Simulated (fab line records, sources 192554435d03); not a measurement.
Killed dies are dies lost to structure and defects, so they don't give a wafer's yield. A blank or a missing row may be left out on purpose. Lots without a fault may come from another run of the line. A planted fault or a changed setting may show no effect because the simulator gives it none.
fab line records | flow n5_finfet
record lots=10 wafers=30 last_day=17
route steps=1938 shown BEOL_M7@1308 MIM_BOT_ETCH@1869 TV_LITHO@1886 PASSIVATION@1936
lots that met no fault: from a run of the same line without faults
start_h: hours from the record's first day to the start of the lot's first wafer shown | wait_h: hours since the lot's step before | " the same as in the row above | L1.1+2: a row that stands for several wafers | - no value, or no start given | * or withheld: withheld | < > ~ a bound
route shown NAME@n: a module of which the file shows steps, and the number in the route of the first | usual: mean/standard deviation of fault-free wafers | same: alike in all rows | chamber/n: place in a boat | sites: the reading at each site | _std_site: their standard deviation | _edge_site: outer sites' mean less inner sites' | radius_mm: how far each site lies from the wafer's centre | mask NAME#n: copy n | behind: the tool/chamber that last shaped the wafer | hold: why the lot was held/for how many hours/how that ended | device: the transistor (n, p or np) that didn't switch | end of line: the same wafers' tests at the end of the route | a step without rows: its recipe alone | killed: dies lost to structure and defects at the first sort, not the wafer's yield | map: a wafer's dies, x killed, . not, _ none there
set.NAME: the setting as run; set.NAME@STEP: as run at that earlier step | model.NAME: the simulator's own value behind a step, which no gauge read
steps of the route over a sample of lots; a table a step, a row a wafer
services: from which hour (start_h, from the record's first day; less than 0 if before it) a tool's chamber was out of use, for how many hours, and why
## steps
# step N5_BEOL_M7_TRENCH_ETCH_37
# recipe chemistry=C4F6/O2 target_depth_a=934.78 target=SiCOH_lowk time_s=31.2 ion_energy_ev=250 pressure_mtorr=30 source_w=345 bias_w=185 Ar_flow_sccm=300 C4F6_flow_sccm=10 O2_flow_sccm=10
# usual O2_flow_sccm=10.001/0.03 drypump_motor_current_A=5.5/0.4 mfc_ar_sccm=300.1/0.86 oes_f_703_au=0.81/0.11 oes_product_au=0.80/0.11 rf_vpp_V=668/12 showerhead_plenum_p_Torr=2.83/0.12 throttle_valve_pct=20.93/0.25
# columns lot.wafer tool chamber start_h wait_h O2_flow_sccm drypump_motor_current_A mfc_ar_sccm oes_f_703_au oes_product_au rf_hours_counter_h rf_vpp_V showerhead_plenum_p_Torr throttle_valve_pct
L696.1 rie_diel-04 2 217.37 - 9.997 5.3 298.5 0.72 0.72 175 678 2.97 21.09
L696.4 " 0 " " 10.008 5.8 300.5 0.93 0.92 26 645 2.80 20.70
L696.6 " 0 " " 10.008 5.8 299.9 0.93 0.91 - 645 2.80 20.69
L700.2 rie_diel-06 3 268.80 - 10.036 5.4 300.2 0.73 0.72 192 672 2.72 21.31
L700.3 " 0 " " 10.036 4.9 299.5 0.82 0.84 47 678 2.78 20.68
L700.6 " 0 " " 10.017 4.9 299.8 0.82 0.84 - 679 2.78 20.68
L699.4 rie_diel-04 3 271.75 - 9.992 5.6 300.0 0.70 0.67 - 650 2.78 21.00
L699.5 " 0 " " 10.031 5.8 300.5 0.92 0.89 - 647 2.80 20.72
L699.6 " 2 " " 10.021 5.2 300.8 0.72 0.71 - 680 2.96 21.10
L701.1 rie_diel-06 3 287.45 - 9.997 5.4 298.2 0.71 0.72 199 673 2.72 21.33
L701.4 " 0 " " 10.022 4.9 300.0 0.82 0.83 53 680 2.78 20.69
L701.6 " 3 " " 10.001 5.4 298.8 0.72 0.72 - 672 2.72 21.32
L702.2 rie_diel-06 1 290.75 - 10.056 5.7 300.1 0.73 0.73 227 668 2.73 21.00
L702.4 " 3 " " 10.044 5.4 299.1 0.72 0.73 200 671 2.72 21.32
L702.5 " 0 " " 9.992 4.9 299.3 0.81 0.82 - 679 2.78 20.68
L704.1 rie_diel-04 2 302.02 - 10.080 5.2 300.0 0.71 0.70 198 679 2.96 21.12
L704.3 " 1 " " 9.900 6.3 300.8 0.97 0.96 6 660 3.05 20.87
L704.4 " 0 " " 10.000 5.8 300.5 0.89 0.88 - 646 2.79 20.74
L705.2 rie_diel-04 0 314.93 - 10.025 5.8 300.2 0.89 0.87 55 645 2.79 20.73
L705.3 " 1 " " 9.991 6.3 298.8 0.96 0.95 10 659 3.05 20.87
L705.6 " 0 " " 9.993 5.8 301.6 0.88 0.87 - 645 2.79 20.72
L707.1 rie_diel-06 0 325.66 - 10.017 4.9 298.1 0.79 0.82 66 679 2.77 20.71
L707.4 " 3 " " 10.001 5.3 299.8 0.71 0.70 - 671 2.71 21.33
L707.6 " 1 " " 9.995 5.7 300.1 0.74 0.71 - 668 2.72 21.00
L709.1 rie_diel-06 3 326.43 - 9.998 5.3 298.3 0.71 0.71 213 670 2.71 21.35
L709.2 " 0 " " 10.059 4.9 300.7 0.80 0.81 66 679 2.77 20.72
L709.5 " 1 " " 10.002 5.7 299.3 0.73 0.71 - 668 2.72 21.02
L711.2 rie_diel-06 3 336.80 - 10.015 5.3 298.7 0.71 0.71 218 672 2.71 21.34
L711.3 " 1 " " 9.969 5.7 299.4 0.72 0.70 245 667 2.72 21.04
L711.5 " 0 " " 10.013 4.9 299.2 0.79 0.80 - 678 2.77 20.72
# step N5_MIM_BOT_ETCH_STRIP_01
# recipe chemistry=O2 power_w=600 temp_c=60 pressure_mtorr=30 rf_frequency_hz=6e+07 bias_power_w=0 overash_fraction=0.5 o2_flow_sccm=225
# usual drypump_motor_current_A=5.9/0.49 oes_product_au=0.80/0.076 rf_vpp_V=3.6/1.4 showerhead_plenum_p_Torr=2.06/0.073 throttle_valve_pct=16.64/0.19
# columns lot.wafer tool chamber start_h wait_h drypump_motor_current_A oes_product_au rf_hours_counter_h rf_vpp_V showerhead_plenum_p_Torr throttle_valve_pct
L696.1 rie_diel-03 3 283.40 0.1 5.6 0.92 10 1.3 2.15 16.76
L696.4 " 0 " " 6.0 0.81 103 4.6 2.01 16.68
L696.6 " 0 " " 6.0 0.78 - 4.5 2.01 16.69
L700.2 rie_diel-05 3 333.88 0.1 5.6 0.84 48 2.0 2.05 16.38
L700.3 " 0 " " 5.3 0.79 97 4.3 2.09 16.48
L700.6 " 1 " " 6.2 0.85 - 3.4 2.04 16.50
L699.4 rie_diel-05 1 337.98 0.1 6.2 0.86 60 2.6 2.04 16.55
L699.5 " 3 " " 5.5 0.84 - 4.5 2.05 16.39
L699.6 " 0 " " 5.4 0.77 - 4.6 2.09 16.46
L702.2 rie_diel-05 0 362.81 0.1 5.4 0.79 106 1.9 2.09 16.53
L702.4 " 3 " " 5.5 0.83 60 5.9 2.04 16.40
L702.5 " 2 " " 5.6 0.70 - 3.9 2.16 16.95
L701.1 rie_diel-03 2 363.72 0.1 6.7 0.79 108 5.9 2.11 16.80
L701.4 " 0 " " 6.0 0.77 121 6.0 2.01 16.66
L701.6 " 0 " " 6.0 0.78 - 3.2 2.01 16.68
L704.1 rie_diel-05 0 386.10 0.1 5.3 0.77 116 2.8 2.09 16.54
L704.3 " 3 " " 5.6 0.81 69 5.2 2.04 16.38
L704.4 " 0 " " 5.3 0.78 - 3.0 2.09 16.52
L705.2 rie_diel-01 0 388.07 0.1 6.2 0.72 217 5.2 1.99 16.97
L705.3 " 1 " " 6.4 0.76 114 2.6 2.03 16.43
L705.6 " 3 " " 5.1 0.70 - 2.7 1.90 16.67
L707.1 rie_diel-01 0 395.93 0.1 6.2 0.73 220 5.2 1.99 16.94
L707.4 " 2 " " 5.4 0.94 23 3.2 2.13 16.47
L707.6 " 1 " " 6.4 0.78 - 5.3 2.03 16.44
L709.1 rie_diel-01 0 402.61 0.1 6.2 0.71 223 3.7 1.99 16.95
L709.2 " 1 " " 6.5 0.78 119 2.9 2.03 16.43
L709.5 " 3 " " 5.1 0.69 - 2.9 1.90 16.69
L711.2 rie_diel-01 3 406.54 0.1 5.1 0.70 242 5.4 1.90 16.67
L711.3 " 0 " " 6.2 0.72 225 3.6 1.99 16.96
L711.5 " 1 " " 6.5 0.77 - 2.9 2.03 16.42
# step N5_PASSIVATION_DESCUM_12
# recipe chemistry=O2 time_s=7.9 source_power_w=50 bias_power_w=20 pressure_mtorr=20 rf_frequency_hz=2.712e+07 temp_c=40 o2_flow_sccm=225
# usual drypump_motor_current_A=5.5/0.36 oes_product_au=0.84/0.11 rf_vpp_V=243.1/1.5 showerhead_plenum_p_Torr=2.09/0.086 throttle_valve_pct=20.36/0.26
# columns lot.wafer tool chamber start_h wait_h drypump_motor_current_A oes_product_au rf_hours_counter_h rf_vpp_V showerhead_plenum_p_Torr throttle_valve_pct
L696.1 rie_diel-04 3 284.52 0.0 5.7 0.65 257 242.7 2.05 20.65
L696.4 " 2 " " 5.2 0.70 - 244.5 2.18 20.59
L696.6 " 3 " " 5.7 0.65 - 241.5 2.05 20.65
L700.2 rie_diel-06 3 335.46 0.6 5.3 0.70 217 241.0 2.01 21.01
L700.3 " 0 " " 4.9 0.81 71 244.2 2.05 20.35
L700.6 " 3 " " 5.4 0.70 - 240.6 2.01 20.99
L699.4 rie_diel-06 3 343.23 0.5 5.4 0.70 - 242.4 2.00 21.02
L699.5 " 0 " " 4.9 0.79 - 243.3 2.05 20.34
L699.6 " 1 " " 5.7 0.69 - 241.0 1.97 20.40
L702.2 rie_diel-04 0 364.30 0.0 5.8 0.83 74 243.3 2.05 20.37
L702.4 " 2 " " 5.2 0.68 221 244.4 2.17 20.64
L702.5 " 2 " " 5.3 0.68 - 244.3 2.17 20.63
L701.1 rie_diel-02 0 365.36 0.2 5.5 0.91 30 242.6 2.12 20.24
L701.4 " 2 " " 5.5 0.97 - 242.3 2.05 20.02
L701.6 " 0 " " 5.5 0.91 - 243.7 2.12 20.26
L704.1 rie_diel-02 2 388.31 0.6 5.5 0.93 18 243.7 2.05 20.02
L704.3 " 3 " " 5.7 1.03 2 243.8 2.05 20.38
L704.4 " 0 " " 5.4 0.90 39 243.4 2.12 20.26
L705.2 rie_diel-02 2 389.42 0.4 5.5 0.95 18 242.5 2.05 20.05
L705.3 " 3 " " 5.7 1.02 3 243.1 2.06 20.39
L705.6 " 0 " " 5.4 0.90 - 243.5 2.12 20.26
L707.1 rie_diel-06 3 400.10 0.2 5.3 0.69 239 241.1 2.00 21.05
L707.4 " 0 " " 5.0 0.78 92 241.6 2.04 20.37
L707.6 " 1 " " 5.7 0.94 - 245.2 2.23 20.01
L709.1 rie_diel-02 2 403.95 0.1 5.5 0.93 23 243.6 2.04 20.05
L709.2 " 0 " " 5.4 0.90 45 243.8 2.12 20.27
L709.5 " 2 " " 5.5 0.92 - 241.6 2.04 20.05
L711.2 rie_diel-06 2 410.70 0.2 5.2 0.93 20 244.3 2.15 20.24
L711.3 " 0 " " 4.9 0.78 95 242.6 2.04 20.38
L711.5 " 2 " " 5.2 0.94 - 243.0 2.15 20.23
# step N5_PASSIVATION_PROBE_49
# usual defect_limited_yield=90.9/1.4 killed_at_M0_to_M3=38/11 killed_at_M4_up=13/5.9 killed_at_contacts=14/6.4 killed_at_front_end=38/11 killed_at_other=3.3/2.5 killed_dies=107/16 killed_on_rim=14/3.6 killed_open=70/12 killed_short=35/7.7 sort_bin_5_function=5.3/0.94 sort_bin_6_memory=3.5/0.7 sort_bin_8_speed=0.00/0.007 sort_n_pass=1073/16 sort_yield_pct=90.9/1.4
# same gross_dies=1180 killed_at_back_side=0 sort_bin_4_leakage[%]=0
# columns lot.wafer tool chamber start_h wait_h defect_limited_yield[%] killed_at_M0_to_M3 killed_at_M4_up killed_at_contacts killed_at_front_end killed_at_other killed_dies killed_on_rim killed_open killed_short sort_bin_5_function[%] sort_bin_6_memory[%] sort_bin_8_speed[%] sort_n_pass sort_yield_pct[%]
L696.1 prober-01 - 290.92 0.0 91.5 38 8 17 36 1 100 10 65 35 5.0 3.3 0 1080 91.5
L696.4 prober-01 - 291.07 0.2 90.8 41 5 24 37 1 108 14 79 27 6.3 2.6 0 1072 90.8
L696.6 prober-01 - 291.17 0.3 90.8 46 18 13 29 2 108 16 64 44 4.8 3.9 0 1072 90.8
L702.2 prober-02 - 371.81 0.1 91.4 38 12 18 24 9 101 11 74 27 4.7 3.6 0 1079 91.4
L702.4 prober-02 - 371.91 0.2 89.6 45 17 18 38 5 123 17 77 43 6.0 4.2 0 1057 89.6
L702.5 prober-02 - 371.96 0.2 91.1 34 16 11 35 9 105 14 67 36 6.3 2.1 0 1075 91.1
L705.3 prober-02 - 395.90 0.1 91.9 30 25 10 25 5 95 12 76 19 4.7 3.2 0 1085 91.9
L705.6 prober-02 - 396.05 0.3 89.7 38 28 15 37 4 122 16 91 31 5.5 4.6 0 1058 89.7
L707.1 prober-01 - 407.03 0.0 89.7 41 22 20 37 2 122 14 82 40 5.3 5.1 0 1058 89.7
L707.4 prober-01 - 407.18 0.2 90.1 55 18 14 29 1 117 13 80 37 6.4 3.4 0 1063 90.1
L707.6 prober-01 - 407.28 0.3 90.0 45 20 18 31 4 118 15 82 36 5.9 3.6 0 1062 90.0
L709.1 prober-02 - 414.64 0.0 93.0 28 7 10 37 1 83 12 57 26 4.7 2.1 0 1097 93.0
L709.2 prober-02 - 414.69 0.1 89.4 24 16 23 61 1 125 14 95 26 5.6 4.7 0 1055 89.4
L709.5 prober-02 - 414.84 0.2 91.8 24 10 12 49 2 97 9 59 38 4.6 3.6 0 1083 91.8
L711.2 prober-01 - 417.40 0.1 89.4 72 15 14 23 1 125 14 87 36 5.0 5.1 0 1055 89.4
L711.3 prober-01 - 417.45 0.1 81.4 49 111 12 42 6 220 12 82 37 12.2 5.3 0 960 81.4
L711.5 prober-01 - 417.55 0.2 90.3 75 6 10 21 3 115 12 68 47 5.9 3.5 0 1065 90.3
# killed by level:class
L696.1 MOL_CONTACT_COAG:geometric_particle:open=16 BEOL_M3:geometric_particle:open=10 BEOL_M0_SAQP:geometric_particle:short=9 GATE_CUT:geometric_particle:short=7 BEOL_M0_SAQP:geometric_particle:open=7 DUMMY_GATE:geometric_particle:open=6 FIN_SAQP:geometric_particle:open=4 BEOL_M1:geometric_particle:open=4
L696.4 MOL_CONTACT_COAG:geometric_particle:open=21 BEOL_M0_SAQP:geometric_particle:open=17 FIN_SAQP:geometric_particle:open=13 BEOL_M0_SAQP:geometric_particle:short=9 GATE_CUT:geometric_particle:short=5 BEOL_M1:geometric_particle:open=4 BEOL_M2:geometric_particle:short=4 STARTING-WAFER:geometric_particle:open=4
L696.6 BEOL_M0_SAQP:geometric_particle:short=12 BEOL_M0_SAQP:geometric_particle:open=11 BEOL_M3:geometric_particle:open=9 BEOL_M4:geometric_particle:open=9 FIN_SAQP:geometric_particle:open=8 MOL_CONTACT_COAG:geometric_particle:open=8 FIN_SAQP:geometric_particle:short=7 MOL_CONTACT_COAG:geometric_particle:short=5
L702.2 BEOL_M3:geometric_particle:open=14 MOL_CONTACT_COAG:geometric_particle:open=13 FIN_SAQP:geometric_particle:open=8 BEOL_M2:geometric_particle:open=7 MOL_CONTACT_COAG:geometric_particle:short=5 BEOL_M0_SAQP:geometric_particle:open=5 BEOL_M1:geometric_particle:open=5 FIN_SAQP:geometric_particle:short=4
L702.4 MOL_CONTACT_COAG:geometric_particle:open=13 BEOL_M0_SAQP:geometric_particle:short=13 BEOL_M4:geometric_particle:open=12 FIN_SAQP:geometric_particle:short=9 BEOL_M3:geometric_particle:open=9 BEOL_M1:geometric_particle:open=8 BEOL_M2:geometric_particle:open=7 BEOL_M0_SAQP:geometric_particle:open=6
L702.5 BEOL_M2:geometric_particle:open=10 BEOL_M3:geometric_particle:open=9 STI_FIN_REVEAL:geometric_particle:open=8 MOL_CONTACT_COAG:geometric_particle:open=8 BEOL_M4:geometric_particle:open=8 FIN_SAQP:geometric_particle:open=6 PASS1_CAP:geometric_particle:short=6 FIN_SAQP:geometric_particle:short=5
L705.3 BEOL_M4:geometric_particle:open=15 BEOL_M1:geometric_particle:open=9 FIN_SAQP:geometric_particle:open=8 MOL_CONTACT_COAG:geometric_particle:open=7 BEOL_M3:geometric_particle:open=6 BEOL_M2:geometric_particle:open=5 STI_FIN_REVEAL:geometric_particle:open=4 GATE_CUT:geometric_particle:short=3
L705.6 BEOL_M4:geometric_particle:open=18 BEOL_M0_SAQP:geometric_particle:open=14 MOL_CONTACT_COAG:geometric_particle:open=11 FIN_SAQP:geometric_particle:open=9 BEOL_M0_SAQP:geometric_particle:short=8 FIN_SAQP:geometric_particle:short=7 DUMMY_GATE:geometric_particle:open=6 BEOL_M5:geometric_particle:open=6
L707.1 MOL_CONTACT_COAG:geometric_particle:open=14 DUMMY_GATE:geometric_particle:open=10 BEOL_M3:geometric_particle:open=10 BEOL_M4:geometric_particle:open=10 BEOL_M2:geometric_particle:open=7 MOL_CONTACT_COAG:geometric_particle:short=6 BEOL_M0_SAQP:geometric_particle:short=6 STI_FIN_REVEAL:geometric_particle:open=5
L707.4 MOL_CONTACT_COAG:geometric_particle:open=12 BEOL_M0:geometric_particle:open=12 BEOL_M4:geometric_particle:open=12 BEOL_M3:geometric_particle:open=11 BEOL_M0_SAQP:geometric_particle:open=10 GATE_CUT:geometric_particle:short=8 BEOL_M0_SAQP:geometric_particle:short=7 BEOL_M2:geometric_particle:open=7
L707.6 MOL_CONTACT_COAG:geometric_particle:open=14 FIN_SAQP:geometric_particle:short=12 BEOL_M2:geometric_particle:open=9 BEOL_M3:geometric_particle:open=9 FIN_SAQP:geometric_particle:open=8 BEOL_M0_SAQP:geometric_particle:open=7 BEOL_M0:geometric_particle:open=6 BEOL_M4:geometric_particle:open=6
L709.1 BEOL_M0_SAQP:geometric_particle:open=10 STI_FIN_REVEAL:geometric_particle:open=9 FIN_SAQP:geometric_particle:short=7 BEOL_M0_SAQP:geometric_particle:short=7 MOL_CONTACT_COAG:geometric_particle:open=7 GATE_CUT:geometric_particle:open=6 BEOL_M1:geometric_particle:open=5 FIN_SAQP:geometric_particle:open=4
L709.2 MOL_CONTACT_COAG:geometric_particle:open=21 STI_FIN_REVEAL:geometric_particle:open=18 FIN_SAQP:geometric_particle:open=9 DUMMY_GATE:geometric_particle:open=9 FIN_SAQP:geometric_particle:short=6 BEOL_M0_SAQP:geometric_particle:open=5 BEOL_M3:geometric_particle:open=5 BEOL_M0_SAQP:geometric_particle:short=4
L709.5 STI_FIN_REVEAL:geometric_particle:open=12 FIN_SAQP:geometric_particle:short=10 MOL_CONTACT_COAG:geometric_particle:open=8 BEOL_M2:geometric_particle:open=7 GATE_CUT:geometric_particle:short=6 BEOL_M5:geometric_particle:open=6 FIN_SAQP:geometric_particle:open=5 BEOL_M0_SAQP:geometric_particle:open=4
L711.2 BEOL_M0_SAQP:geometric_particle:open=14 BEOL_M2:geometric_particle:open=14 BEOL_M0_SAQP:geometric_particle:short=12 MOL_CONTACT_COAG:geometric_particle:open=10 BEOL_M1:geometric_particle:open=10 BEOL_M0:geometric_particle:open=9 FIN_SAQP:geometric_particle:short=4 FIN_SAQP:geometric_particle:open=4
L711.3 BEOL_M7:unspecified=100 BEOL_M0_SAQP:geometric_particle:open=14 FIN_SAQP:geometric_particle:open=10 BEOL_M1:geometric_particle:open=10 MOL_CONTACT_COAG:geometric_particle:open=8 BEOL_M0_SAQP:geometric_particle:short=8 FIN_SAQP:geometric_particle:short=7 BEOL_M2:geometric_particle:open=7
L711.5 BEOL_M0_SAQP:geometric_particle:short=26 BEOL_M0_SAQP:geometric_particle:open=25 MOL_CONTACT_COAG:geometric_particle:open=9 BEOL_M0:geometric_particle:open=7 FIN_SAQP:geometric_particle:open=6 BEOL_M1:geometric_particle:open=4 BEOL_M2:geometric_particle:open=4 FIN_SAQP:geometric_particle:short=3
## services
# columns tool chamber start_h hours kind
rie_diel-06 2 226.76 7.4 repair
rie_diel-05 2 229.83 7.1 repair
rie_diel-04 3 236.60 5.9 repair
rie_diel-02 - 257.06 72.1 repair
rie_diel-04 3 294.15 6.5 repair
rie_diel-03 - 322.81 14.6 pm
rie_diel-06 2 324.33 - clean
rie_diel-06 2 324.33 - consumable_replace:focus_ring
rie_diel-06 2 324.33 21.0 scheduled_down
rie_diel-06 2 324.33 21.0 vent_cycle
rie_diel-02 - 329.20 14.6 pm
rie_diel-06 3 331.95 2.6 repair
rie_diel-04 - 336.59 4.8 repair
rie_diel-06 - 338.02 0.6 repair
rie_diel-01 1 341.15 22.0 repair
rie_diel-06 1 345.30 - clean
rie_diel-06 1 345.30 - consumable_replace:focus_ring
rie_diel-06 1 345.30 - consumable_replace:showerhead
rie_diel-06 1 345.30 15.0 scheduled_down
rie_diel-06 1 345.30 15.0 vent_cycle
rie_diel-06 0 347.58 3.7 repair
rie_diel-05 2 349.12 1.4 repair
rie_diel-06 - 354.64 4.3 pm
rie_diel-05 3 395.52 5.8 repair
## key
first_sign step=N5_PASSIVATION_PROBE_49 reading=killed_at_M4_up direction=up sigmas=17 usual=13 struck=111
effect step=N5_PASSIVATION_PROBE_49 reading=killed_dies direction=up sigmas=6.9 usual=107 struck=220
more_kills_born_at N5_BEOL_M7_TRENCH_ETCH_37@rie_diel-06=100
met_at N5_BEOL_M7_TRENCH_ETCH_37
struck_lots L711
struck_wafers L711.3
not_acting_at N5_MIM_BOT_ETCH_STRIP_01,N5_PASSIVATION_DESCUM_12
onset_between 326.43 336.80
fault kind=chamber_particle_source tool=rie_diel-06 chamber=1 onset_h=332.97 steps=N5_BEOL_M7_TRENCH_ETCH_37 rate_per_visit_cm2=0.48443 end_h=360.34
